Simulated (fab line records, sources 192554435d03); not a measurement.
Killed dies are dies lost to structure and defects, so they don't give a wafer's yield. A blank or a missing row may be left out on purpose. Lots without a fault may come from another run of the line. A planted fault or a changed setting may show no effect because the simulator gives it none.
Which tool did it? | flow n5_finfet | 24 lots, 72 wafers sampled, at 5 steps of a route of 1938

WHAT THE GAUGES READ, wafer by wafer
N5_MOL_CONTACT_COAG_CD_MEAS_101: target cd 16 nm.
lot  | measured     | on        | cd_nm (nm)
L074 | day 5 05:14  | cd_sem-03 | 15.9 16.4 16.2
L075 | day 5 14:33  | cd_sem-01 | 15.8 15.7 15.4
L076 | day 5 16:47  | cd_sem-03 | 16.0 15.4 15.8
L078 | day 6 04:42  | cd_sem-02 | 16.3 15.6 15.8
L077 | day 6 05:02  | cd_sem-03 | 16.8 15.9 16.4
L079 | day 6 09:26  | cd_sem-03 | 15.7 15.3 15.9
L080 | day 6 19:21  | cd_sem-02 | 15.9 15.3 15.8
L081 | day 6 22:39  | cd_sem-02 | 15.6 15.8 16.0
L082 | day 7 10:49  | cd_sem-02 | 16.0 16.3 15.7
L083 | day 7 11:08  | cd_sem-03 | 16.2 15.4 16.2
L084 | day 7 14:00  | cd_sem-03 | 15.8 15.7 16.0
L085 | day 7 23:29  | cd_sem-02 | 16.1 16.1 16.1
L086 | day 8 08:49  | cd_sem-03 | 16.4 16.0 15.9
L087 | day 8 08:31  | cd_sem-02 | 15.9 15.7 15.7
L088 | day 9 00:38  | cd_sem-03 | 15.8 16.4 15.8
L089 | day 9 01:35  | cd_sem-02 | 15.7 15.5 16.0
L090 | day 9 10:26  | cd_sem-03 | 15.5 16.3 16.1
L091 | day 9 11:43  | cd_sem-03 | 15.9 16.2 16.1
L092 | day 9 16:55  | cd_sem-03 | 15.9 16.2 15.8
L093 | day 10 00:44 | cd_sem-03 | 16.2 16.0 16.2
L094 | day 10 01:05 | cd_sem-02 | 15.6 15.7 15.9
L095 | day 10 07:41 | cd_sem-03 | 15.9 16.1 16.0
L096 | day 10 15:49 | cd_sem-02 | 15.4 15.9 15.4
L097 | day 11 04:02 | cd_sem-03 | 15.8 16.7 16.2

WHICH TOOL RAN EACH LOT (tool, then ch and the chambers of the sampled wafers, then the start)
lot  | N5_MOL_CONTACT_COAG_TI_SIL_19 | N5_MOL_CONTACT_COAG_ANNEAL_113   | N5_MOL_CONTACT_COAG_DESCUM_45      | N5_MOL_CONTACT_COAG_STRIP_72
L074 | pvd_sputter-02, day 4 19:07   | rtp_anneal-02 ch 0, day 4 21:14  | rie_diel-05 ch 2,3, day 5 04:13    | rie_diel-06 ch 1,2,3, day 5 05:00
L075 | pvd_sputter-01, day 5 00:45   | rtp_anneal-02 ch 0, day 5 04:26  | rie_diel-02 ch 0,1,3, day 5 13:29  | rie_diel-06 ch 0,1,2, day 5 14:16
L076 | pvd_sputter-01, day 5 06:49   | rtp_anneal-01 ch 0, day 5 08:52  | rie_diel-02 ch 0,3, day 5 15:40    | rie_diel-05 ch 1,2,3, day 5 16:34
L078 | pvd_sputter-02, day 5 17:55   | rtp_anneal-02 ch 0, day 5 19:51  | rie_diel-02 ch 0,1, day 6 03:52    | rie_diel-02 ch 0,2, day 6 04:28
L077 | pvd_sputter-02, day 5 18:07   | rtp_anneal-01 ch 0, day 5 20:24  | rie_diel-05 ch 0,1,2, day 6 04:09  | rie_diel-02 ch 1,2, day 6 04:48
L079 | pvd_sputter-02, day 5 23:23   | rtp_anneal-01 ch 0, day 6 01:15  | rie_diel-06 ch 0,2,3, day 6 08:26  | rie_diel-06 ch 0,2, day 6 09:12
L080 | pvd_sputter-02, day 6 05:46   | rtp_anneal-02 ch 0, day 6 10:08  | rie_diel-06 ch 0,1,3, day 6 18:16  | rie_diel-06 ch 1,2,3, day 6 19:07
L081 | pvd_sputter-03, day 6 12:19   | rtp_anneal-01 ch 0, day 6 14:11  | rie_diel-05 ch 0,3, day 6 21:50    | rie_diel-06 ch 0,2, day 6 22:25
L082 | pvd_sputter-01, day 6 20:01   | rtp_anneal-02 ch 0, day 6 23:24  | rie_diel-02 ch 1,2,3, day 7 09:51  | rie_diel-06 ch 0,2,3, day 7 10:35
L083 | pvd_sputter-02, day 6 23:01   | rtp_anneal-01 ch 0, day 7 02:46  | rie_diel-05 ch 0,1,2, day 7 10:19  | rie_diel-02 ch 1,2,3, day 7 10:55
L084 | pvd_sputter-02, day 7 04:22   | rtp_anneal-02 ch 0, day 7 06:10  | rie_diel-02 ch 2,3, day 7 13:07    | rie_diel-06 ch 0,1,2, day 7 13:46
L085 | pvd_sputter-01, day 7 12:05   | rtp_anneal-01 ch 0, day 7 14:17  | rie_diel-06 ch 0,1,2, day 7 22:23  | rie_diel-06 ch 1,2,3, day 7 23:16
L086 | pvd_sputter-03, day 7 20:19   | rtp_anneal-02 ch 0, day 7 23:06  | rie_diel-06 ch 1,2, day 8 07:59    | rie_diel-06 ch 0,1,2, day 8 08:35
L087 | pvd_sputter-03, day 7 23:04   | rtp_anneal-01 ch 0, day 8 00:43  | rie_diel-06 ch 0,1,2, day 8 07:42  | rie_diel-05 ch 0,1,3, day 8 08:17
L088 | pvd_sputter-02, day 8 06:02   | rtp_anneal-01 ch 0, day 8 11:47  | rie_diel-02 ch 1,3, day 8 23:46    | rie_diel-06 ch 0,3, day 9 00:24
L089 | pvd_sputter-03, day 8 10:29   | rtp_anneal-02 ch 0, day 8 12:20  | rie_diel-02 ch 1,3, day 9 00:22    | rie_diel-06 ch 1,3, day 9 01:22
L090 | pvd_sputter-03, day 8 18:26   | rtp_anneal-02 ch 0, day 8 22:23  | rie_diel-05 ch 0,1,2, day 9 09:15  | rie_diel-06 ch 0,1, day 9 10:12
L091 | pvd_sputter-03, day 9 01:14   | rtp_anneal-02 ch 0, day 9 03:09  | rie_diel-06 ch 0,1,3, day 9 10:53  | rie_diel-02 ch 0,3, day 9 11:29
L092 | pvd_sputter-02, day 9 05:27   | rtp_anneal-02 ch 0, day 9 09:50  | rie_diel-02 ch 0,2,3, day 9 16:05  | rie_diel-06 ch 0,2,3, day 9 16:41
L093 | pvd_sputter-03, day 9 14:16   | rtp_anneal-02 ch 0, day 9 16:40  | rie_diel-06 ch 0,1, day 9 23:53    | rie_diel-02 ch 0,3, day 10 00:29
L094 | pvd_sputter-03, day 9 14:22   | rtp_anneal-01 ch 0, day 9 16:49  | rie_diel-05 ch 0,1, day 10 00:13   | rie_diel-02 ch 1,3, day 10 00:49
L095 | pvd_sputter-01, day 9 21:01   | rtp_anneal-02 ch 0, day 9 23:04  | rie_diel-02 ch 0,1,2, day 10 06:43 | rie_diel-02 ch 1,2,3, day 10 07:25
L096 | pvd_sputter-01, day 10 02:28  | rtp_anneal-02 ch 0, day 10 05:52 | rie_diel-05 ch 0,2,3, day 10 14:55 | rie_diel-06 ch 0,1,3, day 10 15:35
L097 | pvd_sputter-01, day 10 15:33  | rtp_anneal-01 ch 0, day 10 19:07 | rie_diel-02 ch 0,2,3, day 11 03:13 | rie_diel-02 ch 2,3, day 11 03:49
- N5_MOL_CONTACT_COAG_TI_SIL_19: material Ti, target thk 4.2 nm, time 15 s.
- N5_MOL_CONTACT_COAG_ANNEAL_113: time 300 s.
- N5_MOL_CONTACT_COAG_DESCUM_45: chemistry O2, time 7 s.
- N5_MOL_CONTACT_COAG_STRIP_72: strips in N2/H2.

WHAT THE TOOLS THEMSELVES READ (means of the sampled wafers that have a number; where no wafer has one, the mark that the record gives instead)
N5_MOL_CONTACT_COAG_TI_SIL_19.
lot  | tool           | throttle_valve_pct (%)
L074 | pvd_sputter-02 | 30.3
L075 | pvd_sputter-01 | 29.8
L076 | pvd_sputter-01 | 30.6
L078 | pvd_sputter-02 | 30.0
L077 | pvd_sputter-02 | 30.2
L079 | pvd_sputter-02 | 30.1
L080 | pvd_sputter-02 | 30.3
L081 | pvd_sputter-03 | 29.2
L082 | pvd_sputter-01 | 31.0
L083 | pvd_sputter-02 | 30.4
L084 | pvd_sputter-02 | 30.4
L085 | pvd_sputter-01 | 29.5
L086 | pvd_sputter-03 | 30.6
L087 | pvd_sputter-03 | 29.7
L088 | pvd_sputter-02 | 30.4
L089 | pvd_sputter-03 | 29.9
L090 | pvd_sputter-03 | 30.0
L091 | pvd_sputter-03 | 30.2
L092 | pvd_sputter-02 | 30.2
L093 | pvd_sputter-03 | 29.8
L094 | pvd_sputter-03 | 29.0
L095 | pvd_sputter-01 | 29.5
L096 | pvd_sputter-01 | 30.4
L097 | pvd_sputter-01 | 29.5

N5_MOL_CONTACT_COAG_ANNEAL_113.
lot  | tool          | anneal_temp_c_max | lamp_power_pct (%) | wafer_temp_C_max
L074 | rtp_anneal-02 | 400.6             | 2.40               | 402.1
L075 | rtp_anneal-02 | 401.1             | 2.40               | 401.9
L076 | rtp_anneal-01 | 401.2             | 2.74               | 402.2
L078 | rtp_anneal-02 | 400.9             | 2.40               | 401.8
L077 | rtp_anneal-01 | 401.8             | 2.74               | 402.8
L079 | rtp_anneal-01 | 402.1             | 2.74               | 402.2
L080 | rtp_anneal-02 | 401.4             | 2.40               | 402.3
L081 | rtp_anneal-01 | 401.3             | 2.74               | 402.2
L082 | rtp_anneal-02 | 401.1             | 2.40               | 402.1
L083 | rtp_anneal-01 | 402.0             | 2.74               | 402.8
L084 | rtp_anneal-02 | 400.9             | 2.40               | 402.2
L085 | rtp_anneal-01 | 401.8             | 2.74               | 402.2
L086 | rtp_anneal-02 | 401.2             | 2.40               | 401.9
L087 | rtp_anneal-01 | 401.8             | 2.74               | 402.0
L088 | rtp_anneal-01 | 401.6             | 2.74               | 402.7
L089 | rtp_anneal-02 | 401.0             | 2.40               | 402.3
L090 | rtp_anneal-02 | 401.2             | 2.40               | 402.4
L091 | rtp_anneal-02 | 401.0             | 2.40               | 401.9
L092 | rtp_anneal-02 | 400.9             | 2.40               | 402.1
L093 | rtp_anneal-02 | 401.0             | 2.40               | 402.3
L094 | rtp_anneal-01 | 401.4             | 2.74               | 402.3
L095 | rtp_anneal-02 | 400.8             | 2.40               | 402.0
L096 | rtp_anneal-02 | 401.0             | 2.40               | 402.3
L097 | rtp_anneal-01 | 401.5             | 2.74               | 402.4

N5_MOL_CONTACT_COAG_DESCUM_45.
lot  | tool        | drypump_motor_current_A (A) | oes_product_au (a.u.) | rf_vpp_V (V) | showerhead_plenum_p_Torr (Torr) | throttle_valve_pct (%)
L074 | rie_diel-05 | 5.4                         | 0.87                  | 243.6        | 2.12                            | 20.27
L075 | rie_diel-02 | 5.5                         | 0.70                  | 242.9        | 2.07                            | 20.67
L076 | rie_diel-02 | 5.6                         | 0.70                  | 243.5        | 2.10                            | 20.75
L078 | rie_diel-02 | 5.0                         | 0.71                  | 243.5        | 2.11                            | 20.61
L077 | rie_diel-05 | 5.7                         | 0.73                  | 242.6        | 2.09                            | 20.59
L079 | rie_diel-06 | 6.0                         | 0.80                  | 243.7        | 2.10                            | 20.44
L080 | rie_diel-06 | 5.8                         | 0.85                  | 244.2        | 2.11                            | 20.30
L081 | rie_diel-05 | 5.6                         | 0.86                  | 243.3        | 2.12                            | 20.38
L082 | rie_diel-02 | 5.7                         | 0.86                  | 244.5        | 2.14                            | 20.37
L083 | rie_diel-05 | 5.7                         | 0.73                  | 243.2        | 2.09                            | 20.62
L084 | rie_diel-02 | 6.0                         | 0.91                  | 244.2        | 2.16                            | 20.33
L085 | rie_diel-06 | 6.0                         | 0.83                  | 244.2        | 2.10                            | 20.26
L086 | rie_diel-06 | 5.9                         | 0.81                  | 243.2        | 2.09                            | 20.14
L087 | rie_diel-06 | 5.9                         | 0.83                  | 243.6        | 2.10                            | 20.27
L088 | rie_diel-02 | 5.5                         | 0.78                  | 242.8        | 2.12                            | 20.44
L089 | rie_diel-02 | 5.4                         | 0.77                  | 243.1        | 2.12                            | 20.45
L090 | rie_diel-05 | 5.7                         | 0.70                  | 243.4        | 2.08                            | 20.65
L091 | rie_diel-06 | 5.8                         | 0.82                  | 242.9        | 2.11                            | 20.33
L092 | rie_diel-02 | 5.8                         | 0.81                  | 245.0        | 2.17                            | 20.50
L093 | rie_diel-06 | 5.8                         | 0.87                  | 243.2        | 2.12                            | 20.27
L094 | rie_diel-05 | 6.0                         | 0.72                  | 242.9        | 2.09                            | 20.75
L095 | rie_diel-02 | 5.3                         | 0.74                  | 243.5        | 2.12                            | 20.59
L096 | rie_diel-05 | 5.7                         | 0.74                  | 242.8        | 2.10                            | 20.52
L097 | rie_diel-02 | 5.8                         | 0.79                  | 244.1        | 2.16                            | 20.52

N5_MOL_CONTACT_COAG_STRIP_72.
lot  | tool        | drypump_motor_current_A (A) | oes_product_au (a.u.) | rf_vpp_V (V) | showerhead_plenum_p_Torr (Torr) | throttle_valve_pct (%)
L074 | rie_diel-06 | 5.9                         | 0.80                  | 56.6         | 2.55                            | 23.46
L075 | rie_diel-06 | 6.0                         | 0.85                  | 59.0         | 2.57                            | 23.65
L076 | rie_diel-05 | 5.4                         | 0.80                  | 57.9         | 2.56                            | 23.69
L078 | rie_diel-02 | 5.4                         | 0.77                  | 57.0         | 2.60                            | 23.79
L077 | rie_diel-02 | 5.3                         | 0.77                  | 58.0         | 2.53                            | 23.58
L079 | rie_diel-06 | 6.1                         | 0.79                  | 59.8         | 2.53                            | 23.65
L080 | rie_diel-06 | 6.0                         | 0.78                  | 59.1         | 2.55                            | 23.48
L081 | rie_diel-06 | 6.0                         | 0.84                  | 58.3         | 2.56                            | 23.77
L082 | rie_diel-06 | 6.0                         | 0.78                  | 59.7         | 2.53                            | 23.59
L083 | rie_diel-02 | 5.7                         | 0.86                  | 60.7         | 2.59                            | 23.39
L084 | rie_diel-06 | 5.9                         | 0.82                  | 61.1         | 2.56                            | 23.65
L085 | rie_diel-06 | 5.9                         | 0.76                  | 62.5         | 2.54                            | 23.49
L086 | rie_diel-06 | 5.9                         | 0.82                  | 59.9         | 2.56                            | 23.65
L087 | rie_diel-05 | 5.7                         | 0.79                  | 58.3         | 2.55                            | 23.82
L088 | rie_diel-06 | 5.8                         | 0.78                  | 58.4         | 2.53                            | 23.59
L089 | rie_diel-06 | 5.8                         | 0.76                  | 58.9         | 2.54                            | 23.48
L090 | rie_diel-06 | 5.8                         | 0.87                  | 59.2         | 2.58                            | 23.77
L091 | rie_diel-02 | 6.0                         | 0.85                  | 61.0         | 2.65                            | 23.33
L092 | rie_diel-06 | 6.0                         | 0.77                  | 59.6         | 2.52                            | 23.63
L093 | rie_diel-02 | 5.6                         | 0.76                  | 58.7         | 2.62                            | 23.64
L094 | rie_diel-02 | 5.9                         | 0.84                  | 58.6         | 2.61                            | 23.20
L095 | rie_diel-02 | 5.7                         | 0.81                  | 57.6         | 2.58                            | 23.42
L096 | rie_diel-06 | 5.8                         | 0.81                  | 60.4         | 2.55                            | 23.65
L097 | rie_diel-02 | 6.2                         | 0.86                  | 60.0         | 2.63                            | 23.23

THE ANSWER, worked out from the rows above alone
Rule: what is usual is taken from the lots themselves. Put in order of their means at a reading, lots are off if they are a third of the lots or fewer, leave a main group of 4 or more, and stand apart from it by a gap of 3 or more times the standard deviation of the main group's means; of several such gaps the widest counts. A main group whose means are all the same, to the digits that the tables above print for the reading, isn't used. A lot without any number at a reading at which 4 lots or more have one is off too. The other lots that the step has rows for count as sound. The gauges are gone through in route order, then the tools' own readings, and for those a lot's mean is taken as printed above. The first step at which some lot is off is used, and at that step the reading that is off furthest; a lot without a number counts as furthest.
No lot is off at any reading shown: from this, nothing can be told.

WHAT THE SIMULATOR HAD PUT IN
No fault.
